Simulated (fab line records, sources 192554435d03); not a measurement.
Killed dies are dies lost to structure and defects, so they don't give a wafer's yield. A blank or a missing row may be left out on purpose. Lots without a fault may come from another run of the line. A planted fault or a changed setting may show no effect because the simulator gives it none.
fab line records | flow n5_finfet
record lots=10 wafers=30 last_day=20
route steps=1938 shown BEOL_M1@838 BEOL_M2@844 BEOL_M4@1111
lots that met no fault: from a run of the same line without faults
start_h: hours from the record's first day to the start of the lot's first wafer shown | wait_h: hours since the lot's step before | " the same as in the row above | L1.1+2: a row that stands for several wafers | - no value, or no start given | * or withheld: withheld | < > ~ a bound
route shown NAME@n: a module of which the file shows steps, and the number in the route of the first | usual: mean/standard deviation of fault-free wafers | same: alike in all rows | chamber/n: place in a boat | sites: the reading at each site | _std_site: their standard deviation | _edge_site: outer sites' mean less inner sites' | radius_mm: how far each site lies from the wafer's centre | mask NAME#n: copy n | behind: the tool/chamber that last shaped the wafer | hold: why the lot was held/for how many hours/how that ended | device: the transistor (n, p or np) that didn't switch | end of line: the same wafers' tests at the end of the route | a step without rows: its recipe alone | killed: dies lost to structure and defects at the first sort, not the wafer's yield | map: a wafer's dies, x killed, . not, _ none there
set.NAME: the setting as run; set.NAME@STEP: as run at that earlier step | model.NAME: the simulator's own value behind a step, which no gauge read
steps of the route over a sample of lots; a table a step, a row a wafer
services: from which hour (start_h, from the record's first day; less than 0 if before it) a tool's chamber was out of use, for how many hours, and why
## steps
# step N5_BEOL_M1_DEP_57
# recipe material=SiCN target_thk_a=80 temp_c=withheld precursor=3MS/NH3 pressure_torr=3 rf_w=202 time_s=14
# usual showerhead_plenum_p_Torr=3.664/0.011 throttle_valve_pct=9.0/0.33
# columns lot.wafer tool chamber start_h wait_h showerhead_plenum_p_Torr throttle_valve_pct
L709.1 pecvd-04 0 133.45 0.0 3.673 9.3
L709.4 " 1 " " 3.667 8.3
L709.6 " 0 " " 3.675 9.4
L710.1 pecvd-04 1 143.08 0.0 3.665 8.5
L710.4 " 0 " " 3.674 9.3
L710.5 " 1 " " 3.666 8.5
L719.2 pecvd-03 0 193.36 0.0 3.649 9.2
L719.3 " 0 " " 3.657 9.3
L719.5 " 0 " " 3.668 9.4
L720.3 pecvd-02 1 209.32 0.0 3.663 9.2
L720.4 " 0 " " 3.678 8.7
L720.5 " 1 " " 3.658 8.7
L721.1 pecvd-04 0 210.38 0.0 3.681 9.1
L721.4 " 0 " " 3.684 9.6
L721.5 " 1 " " 3.661 8.6
L722.4 pecvd-04 1 218.93 0.0 3.671 8.3
L722.5 " 2 " " 3.654 9.4
L722.6 " 0 " " 3.675 9.2
L728.2 pecvd-03 0 259.32 0.0 3.672 9.3
L728.3 " 0 " " 3.664 9.5
L728.4 " 1 " " 3.653 8.8
L729.2 pecvd-04 0 261.66 0.0 3.686 9.2
L729.4 " 2 " " 3.652 9.2
L729.5 " 0 " " 3.670 9.3
L730.1 pecvd-02 2 275.11 0.0 3.654 9.1
L730.3 " 1 " " 3.655 8.8
L730.6 " 2 " " 3.662 9.1
L732.1 pecvd-04 1 295.01 0.0 3.662 8.7
L732.2 " 2 " " 3.655 9.5
L732.5 " 1 " " 3.667 8.7
# step N5_BEOL_M2_HM_DEP_02
# recipe material=TiN target_thk_a=200 temp_c=25 chamber_pressure_pa=0.49996
# usual throttle_valve_pct=30.5/0.69
# columns lot.wafer tool chamber start_h wait_h throttle_valve_pct
L709.1 pvd_sputter-01 - 134.92 1.2 31.0
L709.4 " - " " 31.3
L709.6 " - " " 30.8
L710.1 pvd_sputter-03 - 144.99 1.7 29.2
L710.4 " - " " 30.3
L710.5 " - " " 30.8
L719.2 pvd_sputter-03 - 194.80 1.2 29.4
L719.3 " - " " 30.8
L719.5 " - " " 29.4
L720.3 pvd_sputter-01 - 210.06 0.5 30.2
L720.4 " - " " 31.8
L720.5 " - " " 31.9
L721.1 pvd_sputter-01 - 210.82 0.2 31.6
L721.4 " - " " 31.1
L721.5 " - " " 31.8
L722.4 pvd_sputter-02 - 219.20 0.0 30.2
L722.5 " - " " 30.2
L722.6 " - " " 31.1
L728.2 pvd_sputter-03 - 260.32 0.7 29.5
L728.3 " - " " 30.7
L728.4 " - " " 30.3
L729.2 pvd_sputter-02 - 264.76 2.8 30.9
L729.4 " - " " 29.9
L729.5 " - " " 30.3
L730.1 pvd_sputter-02 - 275.40 0.0 31.4
L730.3 " - " " 30.3
L730.6 " - " " 29.9
L732.1 pvd_sputter-03 - 295.73 0.5 30.2
L732.2 " - " " 30.6
L732.5 " - " " 29.4
# step N5_BEOL_M2_HM_OPEN_17
# recipe chemistry=Cl2/BCl3 target_depth_a=200 overetch_a=60 target=TiN mask_material=SOC ion_energy_ev=150 pressure_mtorr=10 icp_w=1000 bias_w=126 Cl2_flow_sccm=53.25 bcl3_flow_sccm=21.75 Ar_flow_sccm=25
# usual drypump_motor_current_A=5.6/0.38 oes_product_au=0.67/0.074 throttle_valve_pct=22.12/0.14
# columns lot.wafer tool chamber start_h wait_h drypump_motor_current_A oes_product_au rf_hours_counter_h throttle_valve_pct
L709.1 rie_metal-03 1 135.86 0.0 5.8 0.68 43 22.02
L709.4 " 1 " " 5.8 0.67 - 22.03
L709.6 " 1 " " 5.8 0.67 - 22.03
L710.1 rie_metal-02 0 146.06 0.0 5.9 0.76 14 21.97
L710.4 " 0 " " 6.0 0.77 - 21.96
L710.5 " 1 " " 5.5 0.59 - 22.06
L719.2 rie_metal-03 0 195.95 0.0 4.9 0.68 38 22.37
L719.3 " 0 " " 4.9 0.67 - 22.37
L719.5 " 1 " " 5.9 0.66 - 22.04
L720.3 rie_metal-02 1 210.99 0.1 5.5 0.57 - 22.10
L720.4 " 0 " " 6.0 0.74 - 21.99
L720.5 " 1 " " 5.5 0.57 - 22.09
L721.1 rie_metal-01 0 211.59 0.0 5.6 0.77 9 22.10
L721.4 " 0 " " 5.5 0.76 - 22.11
L721.5 " 0 " " 5.6 0.76 - 22.08
L722.4 rie_metal-01 0 220.06 0.1 5.5 0.75 - 22.12
L722.5 " 0 " " 5.5 0.74 - 22.13
L722.6 " 0 " " 5.5 0.76 - 22.10
L728.2 rie_metal-02 0 261.49 0.0 5.9 0.73 23 21.99
L728.3 " 1 " " 5.6 0.57 - 22.09
L728.4 " 0 " " 6.0 0.73 - 21.99
L729.2 rie_metal-03 0 265.74 0.0 4.9 0.66 44 22.39
L729.4 " 1 " " 5.9 0.65 - 22.05
L729.5 " 0 " " 4.9 0.65 - 22.40
L730.1 rie_metal-02 1 276.31 0.0 5.5 0.57 88 22.10
L730.3 " 1 " " 5.6 0.57 - 22.08
L730.6 " 1 " " 5.6 0.57 - 22.10
L732.1 rie_metal-01 0 296.50 0.0 5.6 0.73 15 22.13
L732.2 " 1 " " 6.2 0.78 5 21.90
L732.5 " 1 " " 6.2 0.78 - 21.93
# step N5_BEOL_M2_COAT_76
# recipe resist=underlayer temp_c=205 time_s=60 spin_rpm=1500 resist_thk_nm=5
# usual heater_power_total_W=391.8/1.2 resist_line_temp_C=22.98/0.1 run_length_s=66.18/0.13
# columns lot.wafer tool chamber start_h wait_h heater_power_total_W resist_line_temp_C run_length_s
L709.1 litho_track-02 0 136.11 - 393.8 23.08 66.39
L709.4 " 0 " " 391.3 23.17 66.31
L709.6 " 0 " " 390.8 22.96 66.03
L710.1 litho_track-05 0 146.38 - 392.3 23.15 65.99
L710.4 " 0 " " 389.7 22.86 66.02
L710.5 " 0 " " 391.8 22.74 66.08
L719.2 litho_track-04 0 196.27 - 415.5 23.08 60.62
L719.3 " 0 " " 391.7 22.98 66.37
L719.5 " 0 " " 392.1 22.83 66.06
L720.3 litho_track-04 0 211.18 - 392.0 23.03 66.14
L720.4 " 0 " " 415.6 22.90 60.49
L720.5 " 0 " " 391.8 22.93 66.36
L721.1 litho_track-05 0 211.92 - 393.0 23.08 66.39
L721.4 " 0 " " 392.8 22.79 66.26
L721.5 " 0 " " 390.3 22.81 66.26
L722.4 litho_track-05 0 220.28 - 393.5 23.07 65.98
L722.5 " 0 " " 390.8 22.96 66.01
L722.6 " 0 " " 389.7 23.02 66.30
L728.2 litho_track-02 0 261.78 - 392.4 23.08 66.21
L728.3 " 0 " " 390.9 22.96 66.30
L728.4 " 0 " " 392.6 23.05 66.12
L729.2 litho_track-05 0 266.11 - 393.0 23.00 66.08
L729.4 " 0 " " 393.6 22.92 66.09
L729.5 " 0 " " 392.2 22.79 66.18
L730.1 litho_track-02 0 276.53 - 391.4 22.86 66.04
L730.3 " 0 " " 390.6 23.03 66.52
L730.6 " 0 " " 390.7 23.00 66.11
L732.1 litho_track-04 0 296.73 - 391.2 22.92 66.41
L732.2 " 0 " " 392.6 23.05 66.12
L732.5 " 0 " " 392.7 22.87 66.17
# step N5_BEOL_M4_RC_MEAS_101
# usual DIBL_N=36.6/1.1 DIBL_P=36.8/1.6 IOFF_N=0.169/0.024 IOFF_P=0.206/0.028 ION_N=679/9.2 ION_P=462/7 SS_N=71.6/0.57 SS_P=73.3/0.57 VT_N=248.8/2.4 VT_P=-251/3
# columns lot.wafer tool chamber start_h wait_h DIBL_N[mV/V] DIBL_P[mV/V] IOFF_N[nA/um] IOFF_P[nA/um] ION_N[uA/um] ION_P[uA/um] SS_N[mV/dec] SS_P[mV/dec] VT_N[mV] VT_P[mV]
L709.1 prober-02 0 193.26 0.0 36.5 36.2 0.161 0.177 674 462 70.6 73.1 248.3 -256
L709.4 " 0 " " 36.5 36.3 0.161 0.175 688 460 71.0 73.1 249.3 -255
L709.6 " 0 " " 34.9 33.7 0.131 0.148 659 453 70.3 72.7 254.6 -258
L710.1 prober-01 0 201.25 0.0 36.0 36.4 0.155 0.200 667 450 71.4 73.4 250.5 -254
L710.4 " 0 " " 36.7 37.5 0.184 0.223 683 461 72.0 72.9 245.8 -250
L710.5 " 0 " " 35.0 34.9 0.150 0.181 666 451 70.9 73.3 249.7 -256
L719.2 prober-02 0 263.89 0.2 36.7 37.1 0.184 0.210 691 466 71.4 72.8 246.9 -250
L719.3 " 0 " " 35.2 36.1 0.150 0.196 685 469 71.6 72.7 250.8 -252
L719.5 " 0 " " 35.6 36.8 0.160 0.209 678 465 71.7 73.3 249.5 -250
L720.3 prober-01 0 264.19 0.3 36.8 36.2 0.164 0.212 688 469 71.3 73.0 247.4 -251
L720.4 " 0 " " 38.2 37.8 0.193 0.240 694 473 71.7 74.0 246.7 -249
L720.5 " 0 " " 36.5 35.4 0.152 0.204 671 458 71.6 73.1 248.8 -250
L721.1 prober-02 0 265.58 0.0 37.6 37.7 0.163 0.228 664 462 72.5 73.2 249.0 -248
L721.4 " 0 " " 38.2 38.5 0.178 0.236 679 469 71.9 73.2 251.6 -249
L721.5 " 0 " " 37.5 37.5 0.157 0.213 682 466 71.6 73.4 249.4 -248
L722.4 prober-01 0 270.94 0.5 36.2 35.4 0.149 0.191 677 461 70.7 73.2 248.8 -249
L722.5 " 0 " " 37.5 37.1 0.177 0.219 695 466 71.7 73.8 251.3 -248
L722.6 " 0 " " 35.9 34.9 0.145 0.186 674 461 71.4 73.6 251.4 -253
L728.2 prober-02 0 306.90 0.2 36.7 35.8 0.169 0.236 681 468 71.6 72.7 248.6 -248
L728.3 " 0 " " 35.1 34.5 0.149 0.217 677 469 71.0 73.1 249.2 -249
L728.4 " 0 " " 36.9 36.0 0.172 0.234 684 468 72.2 72.9 246.8 -248
L729.2 prober-02 0 316.62 0.2 36.3 37.4 0.169 0.221 673 466 71.8 73.9 249.2 -247
L729.4 " 0 " " 35.4 36.6 0.160 0.210 678 466 72.1 73.6 249.0 -251
L729.5 " 0 " " 35.3 36.5 0.150 0.212 672 466 72.1 73.2 253.6 -251
L730.1 prober-02 0 339.08 0.0 35.1 35.8 0.150 0.162 672 450 71.7 73.1 249.1 -257
L730.3 " 0 " " 35.8 37.0 0.165 0.175 675 447 71.1 73.6 247.9 -255
L730.6 " 0 " " 36.7 37.9 0.179 0.186 685 456 71.0 74.1 247.0 -256
L732.1 prober-02 0 349.03 0.0 35.9 36.9 0.140 0.171 673 455 70.7 72.8 255.4 -252
L732.2 " 0 " " 36.3 37.3 0.143 0.179 675 460 71.4 72.9 252.2 -253
L732.5 " 0 " " 37.0 38.6 0.157 0.190 675 461 71.6 72.7 250.8 -252
## services
# columns tool chamber start_h hours kind
pecvd-03 0 112.17 8.8 repair
pvd_sputter-01 - 115.28 5.0 repair
litho_track-04 - 116.48 - consumable_replace:filter
rie_metal-03 - 125.32 1.4 pm
litho_track-04 - 127.60 - consumable_replace:filter
pecvd-02 0 130.22 19.4 repair
pvd_sputter-01 - 137.31 1.3 repair
pvd_sputter-03 - 164.50 2.8 repair
litho_track-04 - 166.05 - consumable_replace:filter
rie_metal-03 0 173.53 3.5 repair
pecvd-03 - 174.30 14.6 pm
rie_metal-03 0 179.32 4.5 repair
pecvd-02 - 190.02 14.6 pm
pecvd-04 0 200.85 2.1 scheduled_down
rie_metal-01 1 206.10 - clean
pecvd-03 2 212.06 18.9 repair
pecvd-02 0 215.90 2.2 repair
pecvd-03 - 270.21 0.6 repair
rie_metal-03 - 270.81 0.8 repair
rie_metal-01 - 272.06 14.6 pm
pecvd-04 0 273.01 5.5 scheduled_down
pecvd-04 0 282.82 14.2 repair
pvd_sputter-02 - 295.39 5.2 repair
pecvd-03 0 296.00 7.2 repair
## key
first_sign step=N5_BEOL_M2_COAT_76 reading=run_length_s direction=down sigmas=45 usual=* struck=*
effect step=N5_BEOL_M2_COAT_76 reading=heater_power_total_W direction=up sigmas=20 usual=* struck=*
met_at N5_BEOL_M2_COAT_76
struck_lots L719,L720
struck_wafers L719.2,L720.4
not_acting_at N5_BEOL_M1_DEP_57,N5_BEOL_M2_HM_DEP_02,N5_BEOL_M2_HM_OPEN_17
fault kind=process_parameter_drift tool=litho_track-04 chamber=- onset_h=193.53 steps=N5_BEOL_M2_COAT_76 channel=time_s offset=* shape=step end_h=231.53 scope=struck_wafers_only acts_in=* stated=*
